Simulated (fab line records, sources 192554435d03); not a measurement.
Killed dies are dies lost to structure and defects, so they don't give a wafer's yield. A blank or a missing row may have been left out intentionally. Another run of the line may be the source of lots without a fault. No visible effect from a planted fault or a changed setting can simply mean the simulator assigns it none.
Code-filled problem report in 8D (eight disciplines) form + flow n5 finfet + the parts of the form that need people (team, actions taken, sign-off) are left out

## 1. PROBLEM STATEMENT
Wafers free of any fault read 3006 ohm/sq (standard deviation 23) for RS_PWELL at N5_BEOL_M4_RC_MEAS_101, against a mean of 2714 ohm/sq on 6 wafers of 2 lots. That puts it -13 standard deviations away from the usual mean.
First observed at day 12 11:37: wafer L754.3, on prober-01. Wafers with a number at this step in the record: 29, from 10 lots. By rule, "out" or "out of limits" means more than 4 standard deviations away from the usual mean. The rest of the wafers with a number are treated as sound.

## 2. WHAT IT IS AND WHAT IT IS NOT
| question                    | is                     | is not                                                                    |
|-----------------------------|------------------------|---------------------------------------------------------------------------|
| which readings at this step | RS_PWELL, CJ_N         | DIBL_N, IOFF_N, IOFF_P, SS_P, VT_N                                        |
| which lots                  | L754, L756             | L740, L741, L744, L745, L746, L750, L753, L755                            |
| which wafers of those lots  | all that have a number | -                                                                         |
| read on which gauges        | prober-01, prober-02   | -                                                                         |
| when                        | from day 12 11:37      | up to then (17 sound wafers); but 6 sound wafers of L753, L755 came after |

## 3. THE SUSPECTS, EACH WITH WHAT RULES IT OUT
Counting: a tool stays on the suspect list if, at a process step up to the reading, it processed all lots that are out and no sound lot following the first of them.
- the gauge at N5_BEOL_M4_RC_MEAS_101 is ruled out. The wafers that are out were read on 2 gauges (prober-01, prober-02).
- implanter-02 at N5_WELL_APT_IMPLANT_32: kept. It ran every lot that is out, first L754 (day 5 09:42), and no sound lot after that; its last sound lot up to then is L750 (day 4 09:47). Its own beam energy keV readings are out on those wafers.
- rtp anneal-01 at N5_WELL_APT_RTA_34 (time 10 s): kept. It ran every lot that is out, first L754 (day 5 10:11), and no sound lot after that; its last sound lot up to then is L750 (day 4 10:31).
After counting, implanter-02 at N5_WELL_APT_IMPLANT_32 and rtp anneal-01 at N5_WELL_APT_RTA_34 remain.

## 4. THE CAUSE (what the simulator had put in)
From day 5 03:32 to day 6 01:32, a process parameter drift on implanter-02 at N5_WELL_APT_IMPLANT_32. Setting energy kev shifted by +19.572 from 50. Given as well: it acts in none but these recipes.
Of the 2 suspects that counting leaves, this tool is one.

## 5. SEQUENCE OF EFFECTS, ordered by route
Each row: a reading whose mean over the struck wafers that have a number lies more than 3 standard deviations from the usual. Readings are gone through only where the record gives a usual standard deviation; hours: the median, over the lots, of the time from a lot's start at the first step in this table giving one to that lot's start at this step; sigmas: the change measured in usual standard deviations.
| hours | step                   | reading         | usual       | on struck wafers | change  | sigmas      |
|-------|------------------------|-----------------|-------------|------------------|---------|-------------|
| 0     | N5_WELL_APT_IMPLANT_32 | beam energy keV | 50.003      | 69.575           | +19.572 | +99 or more |
| 169   | N5_BEOL_M4_RC_MEAS_101 | CJ_N            | 4.36        | 3.31             | -1.05   | -11         |
| 169   | N5_BEOL_M4_RC_MEAS_101 | RS_PWELL        | 3006 ohm/sq | 2714             | -292    | -13         |
Process steps it contains:
- N5_WELL_APT_IMPLANT_32

## 6. HOW IT WOULD HAVE BEEN CAUGHT EARLIER
176 hours passed between the start of the fault at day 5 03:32 and the first reading out of limits at a measuring or inspecting step in this record, taken at day 12 11:37.
The tool's own readings at N5_WELL_APT_IMPLANT_32 were out on every struck wafer that the step has a row for (beam energy keV): an alarm limit on them would have fired on the first of those.
Each of the lots that are out, 2 in all, had begun N5_WELL_APT_IMPLANT_32 on implanter-02 no later than day 12 11:37. Had the tool been put on hold then, not one of them would have been saved.
